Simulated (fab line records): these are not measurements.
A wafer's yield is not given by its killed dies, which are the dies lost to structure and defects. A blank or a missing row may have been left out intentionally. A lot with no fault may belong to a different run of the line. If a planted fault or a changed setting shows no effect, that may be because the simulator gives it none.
What tool caused it? / flow nandHarc / route of 1302 steps, sampled at 1 step: 24 lots, 72 wafers

WHAT THE GAUGES SHOWED, per wafer
NHARC_A_ONON_D2_THK_MEAS_30: measures by ellipsometry. Usual: 998 nm for thkNm, sd 11.
lot=L074; measured=day 12 22:53; on=filmMetro-01; thkNm (nm)=999 998 1000; flag=
lot=L075; measured=day 12 22:55; on=filmMetro-01; thkNm (nm)=990 990 992; flag=
lot=L076; measured=day 13 12:59; on=filmMetro-02; thkNm (nm)=1010 1010 1008; flag=
lot=L077; measured=day 13 20:33; on=filmMetro-01; thkNm (nm)=999 999 999; flag=
lot=L078; measured=day 14 05:20; on=filmMetro-02; thkNm (nm)=1015 1017 1017; flag=
lot=L079; measured=day 15 01:18; on=filmMetro-02; thkNm (nm)=1009 1010 1010; flag=
lot=L080; measured=day 15 16:17; on=filmMetro-02; thkNm (nm)=1002 1004 1002; flag=
lot=L081; measured=day 16 01:38; on=filmMetro-01; thkNm (nm)=989 989 990; flag=
lot=L082; measured=day 16 12:32; on=filmMetro-01; thkNm (nm)=1005 1003 1003; flag=
lot=L084; measured=day 17 06:04; on=filmMetro-01; thkNm (nm)=995 996 994; flag=
lot=L083; measured=day 17 06:06; on=filmMetro-02; thkNm (nm)=991 990 989; flag=
lot=L085; measured=day 17 17:20; on=filmMetro-01; thkNm (nm)=977 977 979; flag=
lot=L086; measured=day 17 17:24; on=filmMetro-02; thkNm (nm)=1002 1002 1003; flag=
lot=L089; measured=day 19 00:09; on=filmMetro-01; thkNm (nm)=1002 1002 1002; flag=
lot=L087; measured=day 19 00:10; on=filmMetro-02; thkNm (nm)=1000 997 999; flag=
lot=L088; measured=day 19 09:50; on=filmMetro-02; thkNm (nm)=991 991 992; flag=
lot=L091; measured=day 19 21:25; on=filmMetro-01; thkNm (nm)=985 986 984; flag=
lot=L090; measured=day 20 03:55; on=filmMetro-02; thkNm (nm)=1021 1021 1024; flag=
lot=L092; measured=day 20 10:01; on=filmMetro-01; thkNm (nm)=1002 1004 1005; flag=
lot=L093; measured=day 20 10:01; on=filmMetro-02; thkNm (nm)=997 998 998; flag=
lot=L094; measured=day 21 10:37; on=filmMetro-02; thkNm (nm)=1007 1008 1007; flag=
lot=L095; measured=day 21 19:47; on=filmMetro-01; thkNm (nm)=974 976 974; flag=
lot=L097; measured=day 22 02:28; on=filmMetro-01; thkNm (nm)=994 993 994; flag=
lot=L096; measured=day 22 02:29; on=filmMetro-01; thkNm (nm)=996 994 995; flag=

EACH LOT AND THE TOOL THAT RAN IT (in order: tool; ch and the chambers of the sampled wafers; start)
The record holds no process step before these readings.

WHAT THE TOOLS THEMSELVES READ (means of the sampled wafers that have a number; where no wafer has one, the mark that the record gives instead)
The record holds no such reading with a usual standard deviation.

THE ANSWER, worked out from the rows above alone
Rule: a lot counts as off when the mean over its wafers that have a number is more than 3 standard deviations away from the usual mean. Also off: a lot with no number at a reading for which 4 or more lots have one. Any other lot the step has rows for is counted as sound. After the gauges, taken in route order, come the tools' own readings; for these a lot's mean is taken, as printed above. At the first step where some lot is off, the reading lying furthest off is the one used; lots without a number count as furthest.
No lot is off on any of the readings shown, so nothing can be concluded from this.

WHAT THE SIMULATOR HAD PUT IN
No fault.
